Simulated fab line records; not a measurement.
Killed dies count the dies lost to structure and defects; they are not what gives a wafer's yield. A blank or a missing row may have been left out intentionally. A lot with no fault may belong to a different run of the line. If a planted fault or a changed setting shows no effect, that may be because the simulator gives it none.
A lot that was struck, set against a sound lot -- flow n5_finfet -- 36 out of 1938 route steps
Sound: these wafers, L329.1, L329.2, L329.5. Wafers L317.1, L317.3, L317.4 were the ones struck. The cause is given at the end.
Each step with rows lists, per side, the tool, then ch with its chambers, then its first start. Under that, the readings that differ: sound wafers -- struck wafers -- difference of the means -- sigmas: that difference in standard deviations of wafers without a fault.
alike: same words and numbers on both sides, and readings whose means sit less than 2 such deviations apart. not compared: any withheld reading, any reading some wafer has no value for, any bound like >300 that may hide the same value, and any number with overlapping values for which the record gives no deviation.
The two part at a step that has a row with sigmas, a row that says differs or no value, or rows on one side only. Numbers that have no deviation but don't overlap get no sigmas and don't part them. A reading that every wafer of one side lacks parts them only if that side has two wafers or more.

first, 8 steps without rows for these wafers: N5_BEOL_M3_ECD_50 (material Cu, target thk 300 nm); N5_BEOL_M3_ANNEAL_51 (time 90 s); N5_BEOL_M3_CMP_52 (polishes, stops on SiOC, t overpolish 6.8 s, target thk 40 nm); N5_BEOL_M3_PRE_CLEAN_60 (time 15 s); N5_BEOL_M3_CO_CAP_55 (material Co, precursor CCTBA/H2, target thk 2 nm, time 102.1 s); N5_BEOL_M3_PRE_CLEAN_56 (time 15 s); N5_BEOL_M3_DEP_57 (deposits SiCN from 3MS/NH3, target thk 8 nm, time 14 s); N5_BEOL_M4_ILD_DEP_00 (deposits SiOC from DEMS/O2, target thk 79 nm, time 15.3 s).
N5_BEOL_M4_PECVD_72: deposits SiO2 from TEOS/O2, target thk 16 nm, time 18 s.
  sound on pecvd-03 ch 0,1,2, day 12 03:28; struck on pecvd-04 ch 0,1, day 9 09:33
  no value came back on the struck wafers for any of 5 readings (chamber_pressure_Torr (Torr), heater_power_outer_w (W) and others); on the sound wafers chamber_pressure_Torr (Torr) reads 5.493 5.501 5.513
then, 25 steps without rows for these wafers: N5_BEOL_M4_HM_DEP_02 (deposits TiN, target thk 20 nm); N5_BEOL_M4_COAT_61 (time 60 s, resist thk 60 nm); N5_BEOL_M4_COAT_62 (time 60 s, resist thk 12 nm); N5_BEOL_M4_COAT_73 (time 60 s, resist thk 5 nm); N5_BEOL_M4_COAT_05 (resist thk 30 nm); N5_BEOL_M4_EBR_07; N5_BEOL_M4_SOFTBAKE_06 (time 60 s); N5_BEOL_M4_EXPOSE_08 (exposes mask M4); N5_BEOL_M4_PEB_09 (peb time 60 s); N5_BEOL_M4_DEVELOP_10 (develop time 30 s); N5_BEOL_M4_DESCUM_16 (chemistry O2, time 7 s); N5_BEOL_M4_ETCH_74 (etches underlayer in N2/H2, target depth 6.5 nm, time 5.2 s); N5_BEOL_M4_ETCH_63 (etches SiARC in CF4, target depth 15.6 nm, time 26 s); N5_BEOL_M4_ETCH_64 (etches SOC in N2/H2, target depth 75 nm, overetch 22.5 nm, time 121.9 s); N5_BEOL_M4_STRIP_65 (strips in N2/H2); N5_BEOL_M4_STRIP_75 (strips in N2/H2); N5_BEOL_M4_STRIP_66 (strips in CF4); N5_BEOL_M4_HM_OPEN_17 (chemistry Cl2/BCl3, target TiN, target depth 20 nm, overetch 6 nm); N5_BEOL_M4_STRIP_19 (strips in O2); N5_BEOL_M4_COAT_67 (time 60 s, resist thk 60 nm); N5_BEOL_M4_COAT_68 (time 60 s, resist thk 12 nm); N5_BEOL_M4_COAT_76 (time 60 s, resist thk 5 nm); N5_BEOL_M4_COAT_22 (resist thk 30 nm); N5_BEOL_M4_EBR_24; N5_BEOL_M4_SOFTBAKE_23 (time 60 s).
N5_BEOL_M4_RC_MEAS_101:
  sound on prober-02 ch 0, day 12 19:34; struck on prober-01 ch 0, day 9 21:52
  alike: DIBL_N, DIBL_P, IOFF_N, IOFF_P, ION_N, ION_P, SS_N, SS_P, VT_N, VT_P
-- record jumps: 5 days separate the struck wafers' starts on either side; left off in module BEOL_M4, taken up again in module PASSIVATION, whose first shown step is the route's number 1936 --
N5_PASSIVATION_PROBE_49:
  sound on prober-02, day 17 01:53; struck on prober-01, day 15 03:25
reading,sound,struck,difference,sigmas
defect_limited_yield (%),93.8 92.2 92.7,64.2 66.9 65.4,-27.4,-18
killed_at_M4_up,8 14 10,329 317 313,+309,+61
killed_at_front_end,25 30 33,63 43 59,+26,+2
killed_dies,73 92 86,422 390 408,+323,+18
killed_on_rim,11 14 14,17 85 16,+26,+6
sort_bin_5_function (%),3.5 4.5 3.9,31.2 30.3 31.3,+27.0,+27
sort_n_pass,1107 1088 1094,758 790 772,-323,-18
sort_yield_pct (%),93.8 92.2 92.7,64.2 66.9 65.4,-27.4,-18
  alike: killed_at_M0_to_M3, killed_at_contacts, killed_at_other, killed_open, killed_short, sort_bin_6_memory

## WHERE THEY PART
At N5_BEOL_M4_PECVD_72 first; at N5_PASSIVATION_PROBE_49 last (within this record only).

WHY: what had been put in by the simulator
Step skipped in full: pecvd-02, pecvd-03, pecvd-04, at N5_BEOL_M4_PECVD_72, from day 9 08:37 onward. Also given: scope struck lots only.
